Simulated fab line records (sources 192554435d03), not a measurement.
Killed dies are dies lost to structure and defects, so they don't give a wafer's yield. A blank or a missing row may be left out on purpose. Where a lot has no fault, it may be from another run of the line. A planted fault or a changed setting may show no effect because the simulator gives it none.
Which tool is to blame?	flow n5Finfet	Sampling: 11 lots, 33 wafers, 5 of 1938 route steps

## WHAT THE GAUGES SHOWED, per wafer
N5_BEOL_M1_CD_MEAS_35: target cd 18 nm, target cd y 21 nm.
lot	measured	on	cdNm (nm)
L392	day 6 04:49	cdSem-03	17.5 17.8 18.0
L393	day 6 09:31	cdSem-03	18.4 18.1 17.7
L394	day 6 22:20	cdSem-01	17.5 17.6 17.7
L396	day 7 03:21	cdSem-02	18.2 18.1 18.2
L400	day 8 07:56	cdSem-01	17.4 17.7 17.8
L401	day 8 13:20	cdSem-03	17.3 17.4 17.5
L403	day 8 20:27	cdSem-01	17.2 17.4 17.8
L405	day 9 16:12	cdSem-02	18.0 17.9 17.8
L410	day 11 05:47	cdSem-03	18.2 18.4 18.6
L412	day 11 10:07	cdSem-02	18.3 18.0 18.1
L413	day 11 13:48	cdSem-02	17.9 18.5 18.0

N5_BEOL_M4_RC_MEAS_101.
lot	measured	on	DIBL_N (mV/V)	DIBL_P (mV/V)	IOFF_N (nA/um)	IOFF_P (nA/um)	ION_N (uA/um)	ION_P (uA/um)	SS_N (mV/dec)	SS_P (mV/dec)	VT_N (mV)	VT_P (mV)
L392	day 7 23:20	prober-02	34.3 36.1 36.9	35.5 38.0 38.7	0.138 0.161 0.184	0.19 0.24 0.25	668 682 688	457 466 465	70.9 71.5 72.0	72.3 72.9 73.2	252.3 252.3 249.9	-251 -251 -246
L393	day 7 20:24	prober-01	37.7 36.3 38.5	38.5 36.5 39.0	0.175 0.146 0.194	0.26 0.22 0.27	683 676 683	474 472 468	72.3 71.1 72.0	74.0 73.0 74.1	251.0 251.9 247.4	-247 -250 -245
L394	day 8 02:20	prober-01	35.1 34.4 34.1	35.1 34.7 33.3	0.140 0.130 0.114	0.18 0.18 0.16	670 663 656	458 461 449	71.4 70.9 71.2	73.4 73.1 72.0	250.7 255.0 254.7	-254 -254 -255
L396	day 8 18:03	prober-02	34.7 36.7 35.4	34.0 37.3 35.1	0.134 0.164 0.147	0.16 0.21 0.17	658 661 650	450 457 446	70.6 71.9 71.8	72.6 73.3 72.7	253.2 253.0 254.2	-257 -250 -256
L400	day 9 20:32	prober-01	37.5 39.8 36.0	36.6 38.7 34.4	0.156 0.211 0.128	0.18 0.21 0.16	666 682 651	452 453 437	71.0 72.3 71.1	73.1 73.9 73.0	250.0 246.5 256.1	-257 -255 -259
L401	day 10 02:59	prober-02	37.6 35.8 35.6	38.5 37.4 37.4	0.184 0.158 0.165	0.24 0.22 0.22	698 686 696	475 467 477	72.1 71.1 71.1	73.9 73.5 73.4	245.7 250.7 247.4	-249 -249 -248
L403	day 10 11:46	prober-01	34.9 36.5 38.2	35.8 37.3 39.0	0.142 0.175 0.209	0.19 0.20 0.25	671 691 705	463 464 474	70.5 70.8 72.8	73.5 73.8 73.6	251.0 245.7 246.5	-250 -251 -246
L405	day 11 09:55	prober-02	36.5 35.6 36.6	35.8 35.8 36.3	0.149 0.133 0.158	0.23 0.24 0.24	669 668 687	466 473 477	72.0 71.4 71.9	73.0 73.2 73.9	250.0 252.2 248.9	-248 -245 -247
L410	day 12 17:14	prober-01	35.9 37.0 38.6	35.2 37.2 40.1	0.144 0.162 0.212	0.20 0.23 0.30	699 691 705	475 467 488	71.7 71.6 72.1	73.5 74.1 74.0	248.9 248.4 245.7	-250 -251 -242
L412	day 13 19:52	prober-02	38.4 37.6 37.1	36.8 36.5 35.7	0.179 0.163 0.161	0.26 0.25 0.22	673 666 658	468 467 457	72.1 72.0 72.8	73.3 74.1 73.2	249.6 249.4 253.0	-247 -247 -247
L413	day 13 14:35	prober-02	35.7 36.8 35.6	35.7 38.1 36.5	0.158 0.175 0.165	0.18 0.23 0.20	677 666 677	459 457 468	71.2 71.6 71.4	72.7 73.8 72.8	248.8 247.5 248.2	-254 -250 -251

## EACH LOT AND THE TOOL THAT RAN IT (in order: tool; ch and the chambers of the sampled wafers; start)
lot	N5_BEOL_M1_ANNEAL_49	N5_BEOL_M1_SPUTTER_86	N5_BEOL_M1_ANNEAL_87
L392	pvdSputter-01, day 6 07:24	pvdSputter-01, day 6 08:02	pvdSputter-01, day 6 08:07
L393	pvdSputter-01, day 6 10:32	pvdSputter-01, day 6 11:10	pvdSputter-01, day 6 11:15
L394	pvdSputter-03, day 6 23:51	pvdSputter-03, day 7 00:26	pvdSputter-03, day 7 00:31
L396	pvdSputter-03, day 7 04:13	pvdSputter-03, day 7 04:48	pvdSputter-03, day 7 04:53
L400	pvdSputter-02, day 8 09:37	pvdSputter-02, day 8 10:12	pvdSputter-02, day 8 10:17
L401	pvdSputter-02, day 8 14:19	pvdSputter-02, day 8 14:53	pvdSputter-02, day 8 14:58
L403	pvdSputter-03, day 8 21:28	pvdSputter-03, day 8 22:02	pvdSputter-03, day 8 22:07
L405	pvdSputter-02, day 9 17:41	pvdSputter-02, day 9 18:16	pvdSputter-02, day 9 18:21
L410	pvdSputter-02, day 11 07:05	pvdSputter-02, day 11 07:40	pvdSputter-02, day 11 07:44
L412	pvdSputter-02, day 11 11:46	pvdSputter-02, day 11 12:20	pvdSputter-02, day 11 12:25
L413	pvdSputter-03, day 11 14:55	pvdSputter-03, day 11 15:30	pvdSputter-03, day 11 15:35
- N5_BEOL_M1_ANNEAL_49: time 240 s.
- N5_BEOL_M1_SPUTTER_86: material Cu, target thk 4.5 nm, time 8.29 s.
- N5_BEOL_M1_ANNEAL_87: time 240 s.

## WHAT THE TOOLS THEMSELVES READ (means of the sampled wafers that have a number; where no wafer has one, the mark that the record gives instead)
N5_BEOL_M1_ANNEAL_49.
lot	tool	heaterPowerW (W)	susceptorTempC (C)
L392	pvdSputter-01	746	399.76
L393	pvdSputter-01	744	399.88
L394	pvdSputter-03	794	400.01
L396	pvdSputter-03	816	399.88
L400	pvdSputter-02	871	399.89
L401	pvdSputter-02	866	400.13
L403	pvdSputter-03	829	399.98
L405	pvdSputter-02	852	399.94
L410	pvdSputter-02	859	399.85
L412	pvdSputter-02	927	399.87
L413	pvdSputter-03	796	400.21

N5_BEOL_M1_SPUTTER_86.
lot	tool	throttleValvePct (%)
L392	pvdSputter-01	30.7
L393	pvdSputter-01	30.3
L394	pvdSputter-03	29.7
L396	pvdSputter-03	30.0
L400	pvdSputter-02	29.9
L401	pvdSputter-02	30.5
L403	pvdSputter-03	30.0
L405	pvdSputter-02	30.4
L410	pvdSputter-02	30.4
L412	pvdSputter-02	30.2
L413	pvdSputter-03	30.2

N5_BEOL_M1_ANNEAL_87.
lot	tool	heaterPowerW (W)	susceptorTempC (C)
L392	pvdSputter-01	740	400.10
L393	pvdSputter-01	763	400.15
L394	pvdSputter-03	805	399.89
L396	pvdSputter-03	808	399.97
L400	pvdSputter-02	871	399.93
L401	pvdSputter-02	862	399.87
L403	pvdSputter-03	821	400.20
L405	pvdSputter-02	862	400.06
L410	pvdSputter-02	-	-
L412	pvdSputter-02	-	-
L413	pvdSputter-03	-	-

## THE ANSWER, worked out from the rows above alone
Rule: the usual values come from the lots themselves. The widest of any qualifying gaps counts: lots, ordered by their means at a reading, are off when they make up no more than a third of the lots, leave a main group of 4 or more, and stand apart from it by 3 or more times the standard deviation of that group's means. A main group is skipped when, at the precision printed for the reading in the tables above, its means are all equal. A lot without any number at a reading at which 4 lots or more have one is off too. Any other lot the step has rows for is counted as sound. First the gauges in route order, then the tools' own readings, where a lot's mean is used as printed above. At the first step where some lot is off, the reading lying furthest off is the one used; lots without a number count as furthest.
Off: L410, L412, L413 (N5_BEOL_M1_ANNEAL_87, heaterPowerW). Without a number there: L410, L412, L413. The main group: mean 816 W, standard deviation 45.
A tool fits if, at that step or a process step before it, it ran every lot that is off, and no sound lot after the first of them. None of those tried fits.

## WHAT HAD BEEN PUT IN BY THE SIMULATOR
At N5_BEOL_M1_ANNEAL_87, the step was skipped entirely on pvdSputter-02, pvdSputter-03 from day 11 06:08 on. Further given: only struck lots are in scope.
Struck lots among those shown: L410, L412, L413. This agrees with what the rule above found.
